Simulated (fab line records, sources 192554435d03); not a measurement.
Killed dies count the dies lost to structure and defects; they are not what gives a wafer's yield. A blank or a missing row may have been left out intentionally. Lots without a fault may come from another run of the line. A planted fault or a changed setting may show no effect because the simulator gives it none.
fab line records + flow n5-finfet
record
- lots=5
- wafers=15
- last-day=14
route steps=1938 shown BEOL_M8@1368 BEOL_M9@1401 PASSIVATION@1936
lots untouched by any fault: they come from a run of this same line in which no faults occurred
start-h: start of the lot's first displayed wafer, in hours after the record's first day + wait-h: how many hours have passed since the lot's step before this one + " same as the row above + L1.1+2: a single row standing in for several wafers + - no value, or no start given + * or withheld: withheld + < > ~ a bound
route shown NAME@n: names a module that has steps shown in the file, with the first one's number in the route + usual: the fault-free wafers' mean and standard deviation + same: alike in all rows + chamber/n: place in a boat + sites: per-site readings + _std_site: how widely they spread, as a standard deviation + _edge_site: mean of outer sites minus mean of inner sites + radius-mm: for every site, how far away it sits from the centre of the wafer + mask NAME#n: copy n + behind: the last tool/chamber to shape the wafer + hold: the reason the lot was held/the length of the hold in hours/how it ended + device: transistor that didn't switch, given as n, p or np + end of line: at the end of the route, the tests of the same wafers + a step given without rows: its recipe and nothing more + killed: the dies lost at the first sort to structure and to defects; this is not the yield of the wafer + map: per-die view of a wafer (x killed, . not killed, _ where there is no die)
set.NAME: the setting that was run; set.NAME@STEP: the one run at that earlier step + model.NAME: the simulator's own value behind a step, which no gauge read
lots at selected steps of the route; one table per step, one row per wafer
services: from which hour (start-h, from the record's first day; less than 0 if before it) a tool's chamber was out of use, for how many hours, and why
## steps
# step N5_BEOL_M8_DESCUM_33
# recipe
- chemistry=O2
- time-s=7
- source-power-w=50
- bias-power-w=20
- pressure-mtorr=20
- rf-frequency-hz=2.712e+07
- temp-c=40
- resist=CAR-EUV
- o2-flow-sccm=225
# step N5_BEOL_M8_ETCH_72
# recipe
- chemistry=N2/H2
- target=underlayer
- target-depth-a=65
- mask-material=CAR-EUV
- time-s=5.2
- ion-energy-ev=200
- pressure-mtorr=30
- source-w=840
- bias-w=150
- n2-flow-sccm=200
- h2-flow-sccm=200
- ends=cleared
# step N5_BEOL_M8_ETCH_65
# recipe
- chemistry=CF4
- target=SiARC
- target-depth-a=156
- mask-material=CAR-EUV
- time-s=26
- ion-energy-ev=80
- pressure-mtorr=40
- source-w=545
- bias-w=36
- Ar_flow_sccm=100
- cf4-flow-sccm=100
- ends=cleared
# step N5_BEOL_M8_ETCH_66
# recipe
- chemistry=N2/H2
- target=SOC
- target-depth-a=800
- overetch-a=160
- mask-material=SiARC
- temp-c=40
- time-s=120
- ion-energy-ev=200
- pressure-mtorr=30
- source-w=840
- bias-w=150
- n2-flow-sccm=200
- h2-flow-sccm=200
# step N5_BEOL_M8_STRIP_69
# recipe
- chemistry=N2/H2
- temp-c=40
- n2-flow-sccm=200
- h2-flow-sccm=200
- rf-frequency-hz=6e+07
# step N5_BEOL_M8_STRIP_73
# recipe
- chemistry=N2/H2
- temp-c=40
- n2-flow-sccm=200
- h2-flow-sccm=200
- rf-frequency-hz=6e+07
# step N5_BEOL_M8_VIA_ETCH_34
# recipe
- chemistry=C4F6/O2
- target=SiCOH_lowk
- target-depth-a=1255
- mask-material=SOC
- taper-deg=4
- time-s=50.5
- ion-energy-ev=250
- pressure-mtorr=30
- source-w=345
- bias-w=185
- Ar_flow_sccm=300
- C4F6_flow_sccm=10
- O2_flow_sccm=10
# step N5_BEOL_M8_STRIP_76
# recipe
- chemistry=C4F6/O2
- resist=SiARC
- rf-frequency-hz=6e+07
# step N5_BEOL_M8_STRIP_36
# recipe
- chemistry=N2/H2
- power-w=450
- temp-c=40
- pressure-mtorr=20
- rf-frequency-hz=6e+07
- overash-fraction=0.3
- bias-power-w=7
- h2-frac=0.5
- n2-flow-sccm=200
- h2-flow-sccm=200
# step N5_BEOL_M8_TRENCH_ETCH_37
# recipe
- chemistry=C4F6/O2
- target-depth-a=934.78
- target=SiCOH_lowk
- time-s=31.2
- ion-energy-ev=250
- pressure-mtorr=30
- source-w=345
- bias-w=185
- Ar_flow_sccm=300
- C4F6_flow_sccm=10
- O2_flow_sccm=10
# step N5_BEOL_M8_ETCH_41
# recipe
- chemistry=CH3F/O2
- target=SiCN
- target-depth-a=319
- taper-deg=2
- time-s=57.8
- ion-energy-ev=120
- mask-material=TiN
- pressure-mtorr=30
- source-w=395
- bias-w=75
- Ar_flow_sccm=150
- CH3F_flow_sccm=30
- O2_flow_sccm=20
# usual
- drypump-motor-current-A=5.8/0.36
- oes-product-au=0.82/0.087
- rf-vpp-V=297.5/2.2
- showerhead-plenum-p-Torr=2.02/0.1
- throttle-valve-pct=16.32/0.27
| lot.wafer | tool        | chamber | start-h | wait-h | drypump-motor-current-A | oes-product-au | rf-hours-counter-h | rf-vpp-V | showerhead-plenum-p-Torr | throttle-valve-pct |
|-----------|-------------|---------|---------|--------|-------------------------|----------------|--------------------|----------|--------------------------|--------------------|
| L144.3    | rie-diel-03 | 1       | 224.65  | -      | 5.9                     | 0.90           | 30                 | 298.4    | 2.04                     | 16.45              |
| L144.4    | "           | 2       | "       | "      | 6.2                     | 0.74           | 189                | 293.7    | 1.83                     | 16.62              |
| L144.6    | "           | 1       | "       | "      | 5.9                     | 0.91           | -                  | 298.9    | 2.04                     | 16.47              |
| L146.2    | rie-diel-06 | 2       | 235.84  | -      | 6.3                     | 0.95           | 24                 | 297.0    | 1.96                     | 16.07              |
| L146.5    | "           | 3       | "       | "      | 6.5                     | 0.88           | -                  | 296.6    | 1.96                     | 16.08              |
| L146.6    | "           | 2       | "       | "      | 6.3                     | 0.92           | -                  | 297.1    | 1.96                     | 16.08              |
| L148.1    | rie-diel-03 | 0       | 253.02  | -      | 5.6                     | 0.67           | 256                | 298.5    | 1.96                     | 16.33              |
| L148.3    | "           | 3       | "       | "      | 6.2                     | 0.74           | 136                | 300.2    | 2.10                     | 16.62              |
| L148.5    | "           | 3       | "       | "      | 6.1                     | 0.75           | -                  | 298.8    | 2.10                     | 16.62              |
| L150.2    | rie-diel-03 | 3       | 263.38  | -      | 6.1                     | 0.75           | 141                | 299.0    | 2.10                     | 16.63              |
| L150.4    | "           | 1       | "       | "      | 5.9                     | 0.87           | -                  | 296.2    | 2.04                     | 16.51              |
| L150.5    | "           | 2       | "       | "      | 6.1                     | 0.72           | -                  | 292.7    | 1.83                     | 16.65              |
| L152.2    | rie-diel-03 | 1       | 264.23  | -      | 5.9                     | 0.88           | 45                 | 297.9    | 2.04                     | 16.51              |
| L152.5    | "           | 3       | "       | "      | 6.1                     | 0.75           | -                  | 298.4    | 2.10                     | 16.63              |
| L152.6    | "           | 1       | "       | "      | 6.0                     | 0.88           | -                  | 298.6    | 2.04                     | 16.52              |
# step N5_BEOL_M8_STRIP_80
# recipe
- chemistry=N2/H2
- time-s=10
- power-w=450
- temp-c=40
- pressure-mtorr=20
- rf-frequency-hz=6e+07
- bias-power-w=7
- n2-flow-sccm=200
- h2-flow-sccm=200
# step N5_BEOL_M8_HM_STRIP_39
# recipe
- chemistry=peroxide-tin-strip
- material=TiN
- target-depth-a=250
- temp-c=50
- time-s=158
# step N5_BEOL_M8_SRD_40
# recipe
- time-s=30
- temp-c=23
- rinse-liquid=diw
- dry=ipa-marangoni
# step N5_BEOL_M8_PRECLEAN_42
# recipe
- chemistry=residue-remover
- time-s=60
- temp-c=40
# step N5_BEOL_M8_SRD_43
# recipe
- time-s=30
- temp-c=23
- rinse-liquid=diw
- dry=ipa-marangoni
# step N5_BEOL_M8_CURE_75
# recipe
- temp-c=370
- time-s=120
- ambient=DMADMS/He
- material=SiCOH_lowk
# step N5_BEOL_M8_DEGAS_44
# recipe
- ambient=vacuum
- temp-c=250
- time-s=60
# step N5_BEOL_M8_PRE_CLEAN_45
# recipe
- gas=H2/He
- time-s=30
- temp-c=250
# step N5_BEOL_M8_ALD_77
# recipe
- material=TaN
- target-thk-a=20
- temp-c=275
- ald-precursor-family=PDMAT
- ald-co-reactant=NH3
- pressure-torr=3
- carrier-flow-sccm=1500
- pulse-time-s=2
- purge-time-s=3
- co-reactant-purge-time-s=2
- co-reactant-pulse-time-s=3
- ald-cycles=40
- precursor-vessel-temp-c=75
- precursor-vessel-pressure-torr=26.25
- precursor-vessel-carrier-sccm=1000
# step N5_BEOL_M8_SURFACE_TREAT_79
# recipe
- gas=Ar
- time-s=*
- ion-energy-ev=*
- ion-current-ma-cm2=0.5
- pressure-mtorr=*
- ar-flow-sccm=30
# step N5_BEOL_M8_CVD_78
# recipe
- material=Co
- target-thk-a=20
- temp-c=withheld
- precursor=CCTBA/H2
- pressure-torr=30
- time-s=142.3
# step N5_BEOL_M8_SPUTTER_48
# recipe
- material=Cu
- target-thk-a=100
- temp-c=-20
- bias-v=60
- power-w=26000
- chamber-pressure-pa=0.13
- time-s=1.667
# step N5_BEOL_M8_ECD_50
# recipe
- material=Cu
- target-thk-a=3000
# step N5_BEOL_M8_ANNEAL_51
# recipe
- temp-c=225
- time-s=90
- ambient=N2
# step N5_BEOL_M8_CMP_52
# recipe
- stop-on=SiCOH_lowk
- t-overpolish-s=6.9
- down-force-psi=1
- platen-rpm=50
- clearing-platen-down-force-psi=1.5
- clearing-platen-rpm=50
- post-cmp-clean=cu-alkaline
- target-thk-nm=80
- clearing-platen-pad-velocity-m-s=0.99484
- pad-velocity-m-s=0.99484
# step N5_BEOL_M8_PRE_CLEAN_55
# recipe
- gas=NH3
- time-s=15
- temp-c=withheld
- rf-power-w=300
# step N5_BEOL_M8_DEP_56
# recipe
- material=SiCN
- target-thk-a=100
- temp-c=withheld
- precursor=3MS/NH3
- pressure-torr=3
- rf-w=202
- time-s=17.5
# step N5_BEOL_M9_ILD_DEP_00
# recipe
- material=SiCOH_lowk
- target-thk-a=3085.1
- temp-c=300
- precursor=DEMS/porogen
- pressure-torr=5
- rf-w=500
- time-s=58
# step N5_BEOL_M9_CURE_71
# recipe
- temp-c=385
- time-s=240
- ambient=He/Ar
- material=SiCOH_lowk
# step N5_BEOL_M9_PECVD_70
# recipe
- material=SiO2
- target-thk-a=200
- temp-c=400
- precursor=TEOS/O2
- pressure-torr=5.5
- rf-w=450
- teos-flow-sccm=53.8
- gas=O2
- flow-sccm=3000
- time-s=22.7
# step N5_BEOL_M9_HM_DEP_02
# recipe
- material=TiN
- target-thk-a=200
- temp-c=25
- chamber-pressure-pa=0.49996
# step N5_BEOL_M9_COAT_59
# recipe
- resist=SOC
- temp-c=250
- time-s=60
- spin-rpm=1500
- resist-thk-nm=100
# step N5_BEOL_M9_COAT_60
# recipe
- resist=SiARC
- temp-c=220
- time-s=60
- spin-rpm=1500
- resist-thk-nm=30
# step N5_PASSIVATION_PROBE_49
# usual
- defect-limited-yield=91.1/1.5
- killed_at_M0_to_M3=35/9.5
- killed_at_M4_up=13/5.2
- killed-at-contacts=12/6.1
- killed-at-front-end=41/14
- killed-at-other=3.8/2.9
- killed-dies=105/17
- killed-open=70/13
- killed-short=33/8.4
- sort_bin_5_function=5.1/0.97
- sort_bin_6_memory=3.4/0.69
- sort-n-pass=1075/17
- sort-yield-pct=91.1/1.5
# same
- gross-dies=1180
- killed-at-back-side=0
- sort_bin_4_leakage[%]=0
- sort_bin_8_speed[%]=0
| lot.wafer | tool      | chamber | start-h | wait-h | defect-limited-yield[%] | killed_at_M0_to_M3 | killed_at_M4_up | killed-at-contacts | killed-at-front-end | killed-at-other | killed-dies | killed-open | killed-short | sort_bin_5_function[%] | sort_bin_6_memory[%] | sort-n-pass | sort-yield-pct[%] |
|-----------|-----------|---------|---------|--------|-------------------------|--------------------|-----------------|--------------------|---------------------|-----------------|-------------|-------------|--------------|------------------------|----------------------|-------------|-------------------|
| L148.1    | prober-01 | -       | 318.42  | 0.0    | 83.3                    | 17                 | 134             | 4                  | 39                  | 3               | 197         | 58          | 16           | 10.9                   | 3.8                  | 983         | 83.3              |
| L148.3    | prober-01 | -       | 318.52  | 0.1    | 81.5                    | 37                 | 146             | 9                  | 23                  | 3               | 218         | 50          | 29           | 11.4                   | 4.7                  | 962         | 81.5              |
| L148.5    | prober-01 | -       | 318.62  | 0.2    | 78.9                    | 33                 | 148             | 17                 | 51                  | 0               | 249         | 78          | 36           | 13.4                   | 4.5                  | 931         | 78.9              |
| L150.2    | prober-01 | -       | 332.22  | 0.1    | 82.3                    | 30                 | 154             | 6                  | 18                  | 1               | 209         | 53          | 12           | 11.4                   | 3.2                  | 971         | 82.3              |
| L150.4    | prober-01 | -       | 332.32  | 0.2    | 88.0                    | 35                 | 62              | 11                 | 29                  | 5               | 142         | 53          | 33           | 7.2                    | 3.2                  | 1038        | 88.0              |
| L150.5    | prober-01 | -       | 332.37  | 0.2    | 82.8                    | 22                 | 139             | 5                  | 30                  | 7               | 203         | 50          | 20           | 9.8                    | 4.4                  | 977         | 82.8              |
| L152.2    | prober-01 | -       | 337.10  | 0.1    | 89.7                    | 13                 | 64              | 9                  | 35                  | 0               | 121         | 42          | 19           | 6.1                    | 2.4                  | 1059        | 89.7              |
| L152.5    | prober-01 | -       | 337.25  | 0.2    | 83.1                    | 25                 | 146             | 7                  | 21                  | 0               | 199         | 44          | 15           | 9.9                    | 3.6                  | 981         | 83.1              |
| L152.6    | prober-01 | -       | 337.30  | 0.3    | 88.3                    | 15                 | 69              | 17                 | 31                  | 6               | 138         | 58          | 19           | 7.1                    | 2.5                  | 1042        | 88.3              |
# killed by level:class
L148.1 BEOL_M8:unspecified=121 STI_FIN_REVEAL:geometric-particle:open=13 DUMMY_GATE:geometric-particle:open=8 BEOL_M3:geometric-particle:open=5 BEOL_M8:geometric-particle:open=5 FIN_SAQP:geometric-particle:short=4 MOL_CONTACT_COAG:geometric-particle:open=4 BEOL_M1:geometric-particle:open=4
L148.3 BEOL_M8:unspecified=138 MOL_CONTACT_COAG:geometric-particle:open=8 BEOL_M3:geometric-particle:open=8 BEOL_M0_SAQP:geometric-particle:short=7 FIN_SAQP:geometric-particle:short=5 BEOL_M2:geometric-particle:open=5 GATE_CUT:geometric-particle:short=4 BEOL_M0:geometric-particle:open=4
L148.5 BEOL_M8:unspecified=135 FIN_SAQP:geometric-particle:open=21 MOL_CONTACT_COAG:geometric-particle:open=14 FIN_SAQP:geometric-particle:short=11 BEOL_M3:geometric-particle:short=9 STI_FIN_REVEAL:geometric-particle:open=7 BEOL_M2:geometric-particle:open=6 BEOL_M3:geometric-particle:open=6
L150.2 BEOL_M8:unspecified=142 BEOL_M2:geometric-particle:open=10 DUMMY_GATE:geometric-particle:open=6 MOL_CONTACT_COAG:geometric-particle:open=5 BEOL_M0_SAQP:geometric-particle:open=5 BEOL_M1:geometric-particle:open=5 BEOL_M0_SAQP:geometric-particle:short=4 BEOL_M5:geometric-particle:open=4
L150.4 BEOL_M8:unspecified=56 STI_FIN_REVEAL:geometric-particle:open=12 BEOL_M1:geometric-particle:open=9 MOL_CONTACT_COAG:geometric-particle:open=8 BEOL_M0_SAQP:geometric-particle:short=8 BEOL_M0_SAQP:geometric-particle:open=8 STI_FIN_REVEAL:geometric-particle:short=4 BEOL_M1:geometric-particle:short=4
L150.5 BEOL_M8:unspecified=131 BEOL_M2:geometric-particle:open=8 DUMMY_GATE:geometric-particle:open=7 MOL_CONTACT_COAG:geometric-particle:open=5 PAD_METAL:geometric-particle:short=4 BEOL_M5:geometric-particle:open=4 STI_FIN_REVEAL:geometric-particle:open=3 ILD0:geometric-particle:open=3
L152.2 BEOL_M8:unspecified=60 STI_FIN_REVEAL:geometric-particle:open=8 MOL_CONTACT_COAG:geometric-particle:open=8 BEOL_M0_SAQP:geometric-particle:open=6 BEOL_M4:geometric-particle:open=4 STI_FIN_REVEAL:geometric-particle:short=3 DUMMY_GATE:geometric-particle:open=3 GATE_CUT:geometric-particle:open=3
L152.5 BEOL_M8:unspecified=138 BEOL_M3:geometric-particle:open=8 BEOL_M2:geometric-particle:open=7 STI_FIN_REVEAL:geometric-particle:open=5 FIN_SAQP:geometric-particle:open=4 MOL_CONTACT_COAG:geometric-particle:open=4 BEOL_M0_SAQP:geometric-particle:open=4 MOL_CONTACT_COAG:geometric-particle:short=3
L152.6 BEOL_M8:unspecified=61 MOL_CONTACT_COAG:geometric-particle:open=15 STI_FIN_REVEAL:geometric-particle:open=12 BEOL_M0_SAQP:geometric-particle:short=5 GATE_CUT:geometric-particle:short=5 FIN_SAQP:geometric-particle:open=4 BEOL_M0_SAQP:geometric-particle:open=4 BEOL_M3:geometric-particle:open=4
# map L148.5 (x killed, . not)
_________________........x...________________
______________x......x..xx.x...._____________
___________.........x..............__________
__________.........................._________
________.........x.x.x.....x........x._______
_______...x....x...................x..x______
______..........x......................._____
_____......x...x...x...................x.____
____.......................x..........x...___
___....................x..x................__
___......................xx.x..............__
__x.....x..x..................x............._
__......x..x....x....xx.....x..x.....x......_
_.....x............x............xx.x..x......
_...x.....x....x.x....x.....xxxxxxx.x.......x
_............x..............xxxxxxxxxx.x.....
_......x...............x...xxxxxxxxxxx..xx...
_....x.....................xxxxxxxxxxxxxx....
_................xx.......xxxxxxxxxxxxxxx....
_...x.x...x...........xx..xxxxxxxxxxxxxxx.x..
_x......x........x....x..xxxxxxxxxxxxxxx..xx.
__.............x....x....x...xxxxxxxxxx....._
__....x...x..x....x.......xxxxxxxxxxxxxxx..x_
___..........xx........x....xxxxxxxxxx..xx.__
___.........x..x.x.............xxxxx...x..x__
____.....x.........................x......___
_____....x......x............x.x...x..xx.____
______...x.......x....x.............x..._____
_______...x............................______
________........x..x..........x.x....._______
__________...x.x...................._________
___________x....x....x..........x.x__________
______________..xx......x......._____________
_________________xx..........________________
# map L150.2 (x killed, . not)
_________________x...........________________
______________...............x.._____________
___________.x..x......x...x........__________
__________.....x...................._________
________..................x..........._______
_______..x...................x.........______
______.......x.........................x_____
_____.....x........x.....................____
____..........x..x..........x....x.......x___
___.....................................x..__
___..x.................................x...__
__...................................x......_
__....................................x....._
_..........................x...x.x.x.x......x
_..........................xxxxxxxxxxxx...x..
_..x......x.......x........xxxxxxxxxxx.x.....
_..............x..........x..xxxxxxxxx.x.....
_.....................x...xxxxxxxxxxxxx.x....
_......................xx..xxxxxxxxxxxxxxxx..
_..........x..............xxxxxxxxxxxxxx..x..
_.........x.............x.xxxxxxxxxxxxx..x..x
__.............xx....x...x.xxxxxxxxxxxxx...._
__.....x.x................xxxxxxxxxxxxx....._
___............x......x.x.xxxx.xxxxxxx..xx.__
___..........................x.xxxx.xx.x...__
____...............x.x......x.x.x......x..___
_____.........x...x.....x................____
______....x...............x............._____
_______.................x..x...........______
________....................x........._______
__________.........................._________
___________...........x........x...__________
______________x................._____________
_________________............________________
## services
| tool        | chamber | start-h | hours | kind                          |
|-------------|---------|---------|-------|-------------------------------|
| rie-diel-06 | 3       | 240.11  | 5.5   | repair                        |
| rie-diel-03 | 0       | 255.88  | 1.4   | repair                        |
| rie-diel-03 | 0       | 257.35  | -     | clean                         |
| rie-diel-03 | 0       | 257.35  | -     | consumable-replace:focus-ring |
| rie-diel-03 | 0       | 257.35  | 21.2  | scheduled-down                |
| rie-diel-03 | 0       | 257.35  | 21.2  | vent-cycle                    |
## key
first-sign
- step=N5_PASSIVATION_PROBE_49
- reading=killed_at_M4_up
- direction=up
- sigmas=20
- usual=13
- struck=118
effect
- step=N5_PASSIVATION_PROBE_49
- reading=defect-limited-yield
- direction=down
- sigmas=4.7
- usual=91.1
- struck=84.2
more-kills-born-at
- N5_BEOL_M8_ETCH_41@rie-diel-03=982
met-at N5_BEOL_M8_ETCH_41
struck-wafers L148.1,L148.3,L148.5,L150.2,L150.4,L150.5,L152.2,L152.5,L152.6
onset-between 224.65 253.02
also-fits time
fault
- kind=chamber-particle-source
- tool=rie-diel-03
- chamber=-
- onset-h=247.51
- steps=N5_BEOL_M8_ETCH_41
- rate-per-visit-cm2=1.2404
- end-h=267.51
